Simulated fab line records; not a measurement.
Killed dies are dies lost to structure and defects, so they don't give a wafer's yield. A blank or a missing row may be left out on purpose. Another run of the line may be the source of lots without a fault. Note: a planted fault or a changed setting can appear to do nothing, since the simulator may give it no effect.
Chamber matching    flow n5-finfet    N5_BEOL_M1_ETCH_69 on rie-diel-06 has 4 sister chambers
The step etches SiARC in CF4, target depth 15.6 nm, time 26 s. 8 wafers are shown with their chamber, then 9 later ones without.

== WAFERS WITH THEIR CHAMBER ==
wafer   chamber  drypump-motor-current-A (A)  oes-product-au (a.u.)
L078.6  1        5.9                          0.60
L083.6  1        5.9                          0.60
L086.3  2        5.2                          0.70
L089.2  3        5.8                          0.78
L089.6  0        5.8                          0.59
L092.3  0        5.7                          0.58
L092.4  2        5.2                          0.69
L092.6  3        5.8                          0.76

== WAFERS MISSING THEIR CHAMBER ==
wafer   drypump-motor-current-A (A)  oes-product-au (a.u.)
L093.1  5.8                          0.76
L093.3  5.2                          0.70
L093.4  5.9                          0.59
L094.1  5.9                          0.59
L094.5  5.9                          0.59
L094.6  5.8                          0.59
L096.1  5.2                          0.69
L096.2  5.9                          0.59
L096.3  5.8                          0.75

== WHICH CHAMBER EACH WENT THROUGH ==
wafer   from the rows above      in truth
L093.1  3                        3
L093.3  2                        2
L093.4  1                        1
L094.1  1                        1
L094.5  1                        1
L094.6  can't be placed: 0 or 1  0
L096.1  2                        2
L096.2  1                        1
L096.3  3                        3
8 of 9 placed correctly. Not placeable from these rows: 1 (in 1, the candidates include the true chamber). Number placed wrongly: 0.
How it was worked out, from the rows above alone: a wafer's distance from a chamber is the root of the sum, over the readings, of the square of ((its reading less the chamber's mean) divided by the reading's scatter). The wafer belongs to the nearest chamber; if the next one is less than 2 further off, it can't be placed. The mean given for a chamber averages the wafers shown for that chamber. The scatter is the square root of a quotient: the sum, over the shown wafers, of each reading's squared deviation from its chamber's mean, divided by wafers minus chambers.
